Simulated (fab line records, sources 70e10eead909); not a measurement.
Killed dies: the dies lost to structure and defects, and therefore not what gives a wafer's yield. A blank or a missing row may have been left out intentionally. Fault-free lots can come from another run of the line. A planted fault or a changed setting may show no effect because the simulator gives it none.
Which tool did it?	flow nandHarc	12 lots, 36 wafers sampled, at 3 steps of a route of 1302

WHAT THE GAUGES READ, wafer by wafer
NHARC_A_SGD_CUT_INSPECT_11.
lot	measured	on	rawDefectCount
L077	day 20 03:22	defectInspect-01	65 60 54
L076	day 20 07:43	defectInspect-01	18 17 8
L079	day 21 12:29	defectInspect-02	105 121 100
L081	day 22 03:32	defectInspect-02	78 50 80
L084	day 23 16:08	defectInspect-02	65 74 59
L085	day 23 16:17	defectInspect-02	40 59 68
L087	day 25 05:24	defectInspect-01	54 52 59
L088	day 25 03:06	defectInspect-02	27 21 23
L093	day 26 23:24	defectInspect-02	85 88 66
L092	day 27 10:29	defectInspect-02	13 14 13
L095	day 27 23:39	defectInspect-01	20 20 26
L096	day 28 13:36	defectInspect-02	47 52 56

EACH LOT AND THE TOOL THAT RAN IT (in order: tool; ch and the chambers of the sampled wafers; start)
lot	NHARC_A_STAIRCASE_DEP_322	NHARC_A_STAIRCASE_CMP_152
L077	pecvd-01 ch 0,2, day 18 21:50	cmp-02 ch 0,3, day 20 00:31
L076	pecvd-04 ch 0,1,2, day 19 06:16	cmp-02 ch 0,1,2, day 20 05:06
L079	pecvd-03 ch 1,2, day 20 10:53	cmp-03 ch 0,3, day 21 09:51
L081	pecvd-01 ch 0,1,2, day 21 01:59	cmp-03 ch 0,3, day 22 01:00
L084	pecvd-01 ch 0,2, day 22 15:40	cmp-01 ch 0,2,3, day 23 13:24
L085	pecvd-03 ch 0,1,2, day 22 16:01	cmp-02 ch 1,2,3, day 23 13:26
L087	pecvd-01 ch 1,2, day 24 02:22	cmp-03 ch 0,2, day 25 02:46
L088	pecvd-04 ch 0,1,2, day 24 06:22	cmp-02 ch 0,1,3, day 25 00:00
L093	pecvd-03 ch 0,1, day 25 19:15	cmp-03 ch 1,3, day 26 20:46
L092	pecvd-04 ch 0,1,2, day 26 03:56	cmp-03 ch 1,2,3, day 27 07:53
L095	pecvd-01 ch 0,1, day 26 20:54	cmp-01 ch 0,2, day 27 21:03
L096	pecvd-01 ch 0,2, day 27 13:02	cmp-01 ch 0,2,3, day 28 10:58
- NHARC_A_STAIRCASE_DEP_322: deposits SiO2, target thk 7200 nm.
- NHARC_A_STAIRCASE_CMP_152: polishes.

THE ANSWER, worked out from the rows above alone
Rule: what is usual is taken from the lots themselves. The widest of any qualifying gaps counts: lots, ordered by their means at a reading, are off when they make up no more than a third of the lots, leave a main group of 4 or more, and stand apart from it by 3 or more times the standard deviation of that group's means. If all means in a main group match to the digits the tables above print for the reading, that group is not used. Also off: a lot with no number at a reading for which 4 or more lots have one. Any other lot the step has rows for is counted as sound.
No lot is off on any of the readings shown, so nothing can be concluded from this.

WHAT THE SIMULATOR PUT IN
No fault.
